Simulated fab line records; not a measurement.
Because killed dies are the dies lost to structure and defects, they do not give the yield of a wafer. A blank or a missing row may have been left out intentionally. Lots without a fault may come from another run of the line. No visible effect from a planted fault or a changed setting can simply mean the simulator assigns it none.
The tool behind it: which one? || flow nand-harc || 12 lots, 36 wafers sampled, at 6 steps of a route of 1159

WHAT THE GAUGES READ, wafer by wafer
NHARC_P_GATE_CD_MEAS_91: target cd 2000 nm.
{"lot": "L805", "measured": "day 5 12:23", "on": "cd-sem-01", "cd-nm (nm)": "2000.7 1997.9 1998.1"}
{"lot": "L807", "measured": "day 5 23:57", "on": "cd-sem-02", "cd-nm (nm)": "2000.7 2001.2 2000.4"}
{"lot": "L810", "measured": "day 6 08:24", "on": "cd-sem-03", "cd-nm (nm)": "2002.5 2001.9 2002.0"}
{"lot": "L809", "measured": "day 6 09:07", "on": "cd-sem-01", "cd-nm (nm)": "2001.8 2001.5 2002.6"}
{"lot": "L808", "measured": "day 6 14:55", "on": "cd-sem-01", "cd-nm (nm)": "1999.2 2001.3 2000.6"}
{"lot": "L812", "measured": "day 6 22:19", "on": "cd-sem-03", "cd-nm (nm)": "1999.1 1998.9 2000.2"}
{"lot": "L814", "measured": "day 7 12:01", "on": "cd-sem-02", "cd-nm (nm)": "2002.2 2002.2 2001.6"}
{"lot": "L813", "measured": "day 7 14:54", "on": "cd-sem-01", "cd-nm (nm)": "1929.4 1927.9 1926.7"}
{"lot": "L825", "measured": "day 10 10:22", "on": "cd-sem-01", "cd-nm (nm)": "1999.9 1997.7 1999.6"}
{"lot": "L826", "measured": "day 10 10:47", "on": "cd-sem-01", "cd-nm (nm)": "2001.8 2002.0 2002.6"}
{"lot": "L827", "measured": "day 10 22:32", "on": "cd-sem-02", "cd-nm (nm)": "1999.9 1999.9 1998.2"}
{"lot": "L828", "measured": "day 11 02:44", "on": "cd-sem-03", "cd-nm (nm)": "1997.5 2001.9 1999.2"}

NHARC_END_SORT_01.
{"lot": "L813", "measured": "day 21 09:10", "on": "prober-01", "killed-at-array": "29 25 20", "killed-at-other": "1 3 1", "killed-at-periphery": "1 1 2", "killed-dies": "31 29 23", "killed-open": "5 1 4", "killed-short": "2 2 4"}

WHAT TOOL EACH LOT RAN ON (gives the tool, then ch and the chambers of the sampled wafers, and finally the start)
{"lot": "L805", "NHARC_P_GATE_ALD_36": "ald-sin-02 ch 0,2, day 4 22:29", "NHARC_P_GATE_DESCUM_48": "rie-diel-09 ch 2,3, day 5 09:04", "NHARC_P_GATE_EXPOSE_88": "krf-scanner-02 ch 0, day 5 12:14", "NHARC_P_GATE_RTA_80": "rtp-anneal-01 ch 0, day 5 14:49"}
{"lot": "L807", "NHARC_P_GATE_ALD_36": "ald-sin-04 ch 0,3, day 5 07:46", "NHARC_P_GATE_DESCUM_48": "rie-diel-09 ch 1,2, day 5 20:37", "NHARC_P_GATE_EXPOSE_88": "krf-scanner-02 ch 0, day 5 23:48", "NHARC_P_GATE_RTA_80": "rtp-anneal-01 ch 0, day 6 02:21"}
{"lot": "L810", "NHARC_P_GATE_ALD_36": "ald-sin-02 ch 0,3, day 5 18:44", "NHARC_P_GATE_DESCUM_48": "rie-diel-09 ch 1,2,3, day 6 05:14", "NHARC_P_GATE_EXPOSE_88": "krf-scanner-02 ch 0, day 6 08:15", "NHARC_P_GATE_RTA_80": "rtp-anneal-01 ch 0, day 6 10:56"}
{"lot": "L809", "NHARC_P_GATE_ALD_36": "ald-sin-04 ch 0,1, day 5 20:26", "NHARC_P_GATE_DESCUM_48": "rie-diel-06 ch 0,1,3, day 6 06:04", "NHARC_P_GATE_EXPOSE_88": "krf-scanner-02 ch 0, day 6 08:58", "NHARC_P_GATE_RTA_80": "rtp-anneal-02 ch 0, day 6 11:35"}
{"lot": "L808", "NHARC_P_GATE_ALD_36": "ald-sin-02 ch 0,3, day 6 02:02", "NHARC_P_GATE_DESCUM_48": "rie-diel-06 ch 1,2, day 6 11:44", "NHARC_P_GATE_EXPOSE_88": "krf-scanner-02 ch 0, day 6 14:46", "NHARC_P_GATE_RTA_80": "rtp-anneal-02 ch 0, day 6 17:22"}
{"lot": "L812", "NHARC_P_GATE_ALD_36": "ald-sin-04 ch 1,2,3, day 6 10:21", "NHARC_P_GATE_DESCUM_48": "rie-diel-06 ch 1,3, day 6 18:58", "NHARC_P_GATE_EXPOSE_88": "krf-scanner-04 ch 0, day 6 22:10", "NHARC_P_GATE_RTA_80": "rtp-anneal-01 ch 0, day 7 01:10"}
{"lot": "L814", "NHARC_P_GATE_ALD_36": "ald-sin-02 ch 0,1,3, day 7 00:16", "NHARC_P_GATE_DESCUM_48": "rie-diel-06 ch 1,2,3, day 7 08:50", "NHARC_P_GATE_EXPOSE_88": "krf-scanner-04 ch 0, day 7 11:52", "NHARC_P_GATE_RTA_80": "rtp-anneal-01 ch 0, day 7 14:34"}
{"lot": "L813", "NHARC_P_GATE_ALD_36": "ald-sin-04 ch 0,1, day 7 01:19", "NHARC_P_GATE_DESCUM_48": "rie-diel-11 ch 0,1,3, day 7 11:16", "NHARC_P_GATE_EXPOSE_88": "krf-scanner-04 ch 0, day 7 14:44", "NHARC_P_GATE_RTA_80": "rtp-anneal-01 ch 0, day 7 17:20"}
{"lot": "L825", "NHARC_P_GATE_ALD_36": "ald-sin-04 ch 0,2,3, day 9 21:28", "NHARC_P_GATE_DESCUM_48": "rie-diel-06 ch 1,2, day 10 07:04", "NHARC_P_GATE_EXPOSE_88": "krf-scanner-02 ch 0, day 10 10:12", "NHARC_P_GATE_RTA_80": "rtp-anneal-02 ch 0, day 10 12:47"}
{"lot": "L826", "NHARC_P_GATE_ALD_36": "ald-sin-03 ch 1,2, day 9 21:47", "NHARC_P_GATE_DESCUM_48": "rie-diel-11 ch 0,1,2, day 10 07:26", "NHARC_P_GATE_EXPOSE_88": "krf-scanner-04 ch 0, day 10 10:38", "NHARC_P_GATE_RTA_80": "rtp-anneal-02 ch 0, day 10 13:18"}
{"lot": "L827", "NHARC_P_GATE_ALD_36": "ald-sin-02 ch 1,2,3, day 10 07:46", "NHARC_P_GATE_DESCUM_48": "rie-diel-11 ch 0,1, day 10 19:10", "NHARC_P_GATE_EXPOSE_88": "krf-scanner-02 ch 0, day 10 22:23", "NHARC_P_GATE_RTA_80": "rtp-anneal-02 ch 0, day 11 00:59"}
{"lot": "L828", "NHARC_P_GATE_ALD_36": "ald-sin-04 ch 0,1,3, day 10 12:46", "NHARC_P_GATE_DESCUM_48": "rie-diel-11 ch 1,2,3, day 10 23:24", "NHARC_P_GATE_EXPOSE_88": "krf-scanner-04 ch 0, day 11 02:35", "NHARC_P_GATE_RTA_80": "rtp-anneal-01 ch 0, day 11 05:32"}
- NHARC_P_GATE_ALD_36: deposits SiNx, target thk 20 nm, pulse time 60 s, ald cycles 223.
- NHARC_P_GATE_DESCUM_48: chemistry O2, time 3 s.
- NHARC_P_GATE_EXPOSE_88: exposes mask P HVN, target cd 2000 nm.
- NHARC_P_GATE_RTA_80: time 30 s.

WHAT THE TOOLS THEMSELVES READ (means of the sampled wafers that have a number; where no wafer has one, the mark that the record gives instead)
NHARC_P_GATE_ALD_36.
{"lot": "L805", "tool": "ald-sin-02", "heater-power-w (W)": 714, "precursor-pulse-height-rel": 1.008}
{"lot": "L807", "tool": "ald-sin-04", "heater-power-w (W)": 806, "precursor-pulse-height-rel": 1.007}
{"lot": "L810", "tool": "ald-sin-02", "heater-power-w (W)": 858, "precursor-pulse-height-rel": 0.996}
{"lot": "L809", "tool": "ald-sin-04", "heater-power-w (W)": 765, "precursor-pulse-height-rel": 0.979}
{"lot": "L808", "tool": "ald-sin-02", "heater-power-w (W)": 767, "precursor-pulse-height-rel": 1.002}
{"lot": "L812", "tool": "ald-sin-04", "heater-power-w (W)": 854, "precursor-pulse-height-rel": 0.999}
{"lot": "L814", "tool": "ald-sin-02", "heater-power-w (W)": 817, "precursor-pulse-height-rel": 0.997}
{"lot": "L813", "tool": "ald-sin-04", "heater-power-w (W)": 784, "precursor-pulse-height-rel": 1.004}
{"lot": "L825", "tool": "ald-sin-04", "heater-power-w (W)": 806, "precursor-pulse-height-rel": 1.001}
{"lot": "L826", "tool": "ald-sin-03", "heater-power-w (W)": 853, "precursor-pulse-height-rel": 0.995}
{"lot": "L827", "tool": "ald-sin-02", "heater-power-w (W)": 843, "precursor-pulse-height-rel": 1.005}
{"lot": "L828", "tool": "ald-sin-04", "heater-power-w (W)": 827, "precursor-pulse-height-rel": 1.018}

NHARC_P_GATE_DESCUM_48.
{"lot": "L805", "tool": "rie-diel-09", "chamber-pressure-mTorr (mTorr)": 60.00, "drypump-motor-current-A (A)": 5.6, "oes-product-au (a.u.)": 1.007, "rf-vpp-V (V)": 57.2, "showerhead-plenum-p-Torr (Torr)": 1.90, "throttle-valve-pct (%)": 11.308}
{"lot": "L807", "tool": "rie-diel-09", "chamber-pressure-mTorr (mTorr)": 59.99, "drypump-motor-current-A (A)": 5.0, "oes-product-au (a.u.)": 0.997, "rf-vpp-V (V)": 58.0, "showerhead-plenum-p-Torr (Torr)": 1.99, "throttle-valve-pct (%)": 11.321}
{"lot": "L810", "tool": "rie-diel-09", "chamber-pressure-mTorr (mTorr)": 60.02, "drypump-motor-current-A (A)": 5.3, "oes-product-au (a.u.)": 0.995, "rf-vpp-V (V)": 56.5, "showerhead-plenum-p-Torr (Torr)": 1.92, "throttle-valve-pct (%)": 11.306}
{"lot": "L809", "tool": "rie-diel-06", "chamber-pressure-mTorr (mTorr)": 59.97, "drypump-motor-current-A (A)": 5.8, "oes-product-au (a.u.)": 0.990, "rf-vpp-V (V)": 58.4, "showerhead-plenum-p-Torr (Torr)": 1.87, "throttle-valve-pct (%)": 11.317}
{"lot": "L808", "tool": "rie-diel-06", "chamber-pressure-mTorr (mTorr)": 59.97, "drypump-motor-current-A (A)": 5.3, "oes-product-au (a.u.)": 1.002, "rf-vpp-V (V)": 58.8, "showerhead-plenum-p-Torr (Torr)": 2.02, "throttle-valve-pct (%)": 11.312}
{"lot": "L812", "tool": "rie-diel-06", "chamber-pressure-mTorr (mTorr)": 60.00, "drypump-motor-current-A (A)": 5.8, "oes-product-au (a.u.)": 0.996, "rf-vpp-V (V)": 57.7, "showerhead-plenum-p-Torr (Torr)": 1.92, "throttle-valve-pct (%)": 11.315}
{"lot": "L814", "tool": "rie-diel-06", "chamber-pressure-mTorr (mTorr)": 60.04, "drypump-motor-current-A (A)": 5.7, "oes-product-au (a.u.)": 0.997, "rf-vpp-V (V)": 58.0, "showerhead-plenum-p-Torr (Torr)": 1.96, "throttle-valve-pct (%)": 11.300}
{"lot": "L813", "tool": "rie-diel-11", "chamber-pressure-mTorr (mTorr)": 59.98, "drypump-motor-current-A (A)": 6.0, "oes-product-au (a.u.)": 0.997, "rf-vpp-V (V)": 57.9, "showerhead-plenum-p-Torr (Torr)": 1.86, "throttle-valve-pct (%)": 11.319}
{"lot": "L825", "tool": "rie-diel-06", "chamber-pressure-mTorr (mTorr)": 60.05, "drypump-motor-current-A (A)": 5.3, "oes-product-au (a.u.)": 1.002, "rf-vpp-V (V)": 58.0, "showerhead-plenum-p-Torr (Torr)": 2.01, "throttle-valve-pct (%)": 11.316}
{"lot": "L826", "tool": "rie-diel-11", "chamber-pressure-mTorr (mTorr)": 59.97, "drypump-motor-current-A (A)": 6.1, "oes-product-au (a.u.)": 0.995, "rf-vpp-V (V)": 58.6, "showerhead-plenum-p-Torr (Torr)": 1.99, "throttle-valve-pct (%)": 11.314}
{"lot": "L827", "tool": "rie-diel-11", "chamber-pressure-mTorr (mTorr)": 60.03, "drypump-motor-current-A (A)": 6.1, "oes-product-au (a.u.)": 1.001, "rf-vpp-V (V)": 57.8, "showerhead-plenum-p-Torr (Torr)": 1.90, "throttle-valve-pct (%)": 11.312}
{"lot": "L828", "tool": "rie-diel-11", "chamber-pressure-mTorr (mTorr)": 59.95, "drypump-motor-current-A (A)": 5.8, "oes-product-au (a.u.)": 0.994, "rf-vpp-V (V)": 58.2, "showerhead-plenum-p-Torr (Torr)": 1.95, "throttle-valve-pct (%)": 11.312}

NHARC_P_GATE_RTA_80.
{"lot": "L805", "tool": "rtp-anneal-01", "lamp-power-pct (%)": 2.40, "lamp_zone_6_pct (%)": 2.38, "wafer_temp_C_max": 302.0}
{"lot": "L807", "tool": "rtp-anneal-01", "lamp-power-pct (%)": 2.40, "lamp_zone_6_pct (%)": 2.38, "wafer_temp_C_max": 301.9}
{"lot": "L810", "tool": "rtp-anneal-01", "lamp-power-pct (%)": 2.40, "lamp_zone_6_pct (%)": 2.38, "wafer_temp_C_max": 301.4}
{"lot": "L809", "tool": "rtp-anneal-02", "lamp-power-pct (%)": 2.04, "lamp_zone_6_pct (%)": 2.02, "wafer_temp_C_max": 301.2}
{"lot": "L808", "tool": "rtp-anneal-02", "lamp-power-pct (%)": 2.03, "lamp_zone_6_pct (%)": 2.01, "wafer_temp_C_max": 301.3}
{"lot": "L812", "tool": "rtp-anneal-01", "lamp-power-pct (%)": 2.40, "lamp_zone_6_pct (%)": 2.38, "wafer_temp_C_max": 301.6}
{"lot": "L814", "tool": "rtp-anneal-01", "lamp-power-pct (%)": 2.41, "lamp_zone_6_pct (%)": 2.39, "wafer_temp_C_max": 301.7}
{"lot": "L813", "tool": "rtp-anneal-01", "lamp-power-pct (%)": 2.40, "lamp_zone_6_pct (%)": 2.38, "wafer_temp_C_max": 301.9}
{"lot": "L825", "tool": "rtp-anneal-02", "lamp-power-pct (%)": 2.03, "lamp_zone_6_pct (%)": 2.01, "wafer_temp_C_max": 301.0}
{"lot": "L826", "tool": "rtp-anneal-02", "lamp-power-pct (%)": 2.04, "lamp_zone_6_pct (%)": 2.02, "wafer_temp_C_max": 301.3}
{"lot": "L827", "tool": "rtp-anneal-02", "lamp-power-pct (%)": 2.03, "lamp_zone_6_pct (%)": 2.01, "wafer_temp_C_max": 301.1}
{"lot": "L828", "tool": "rtp-anneal-01", "lamp-power-pct (%)": 2.40, "lamp_zone_6_pct (%)": 2.38, "wafer_temp_C_max": 302.0}

THE ANSWER, worked out from the rows above alone
Rule: usual is defined by the lots themselves. The widest of any qualifying gaps counts: lots, ordered by their means at a reading, are off when they make up no more than a third of the lots, leave a main group of 4 or more, and stand apart from it by 3 or more times the standard deviation of that group's means. A main group is skipped when, at the precision printed for the reading in the tables above, its means are all equal. Also off: a lot with no number at a reading for which 4 or more lots have one. Where the step has rows for the other lots, those lots are counted as sound. First the gauges in route order, then the tools' own readings, where a lot's mean is used as printed above. At the first step where some lot is off, the reading lying furthest off is the one used; lots without a number count as furthest.
Off: L813 (NHARC_P_GATE_CD_MEAS_91, cd-nm). For the main group the mean is 2000.5 nm and the standard deviation 1.3.
If a tool, at a process step before that reading, ran all the lots that are off and no sound lot after the first of them, it fits. Those tools and the gauges at NHARC_P_GATE_CD_MEAS_91 are tried in the same way. Not one of the candidates tried fits.

WHAT THE SIMULATOR HAD PUT IN
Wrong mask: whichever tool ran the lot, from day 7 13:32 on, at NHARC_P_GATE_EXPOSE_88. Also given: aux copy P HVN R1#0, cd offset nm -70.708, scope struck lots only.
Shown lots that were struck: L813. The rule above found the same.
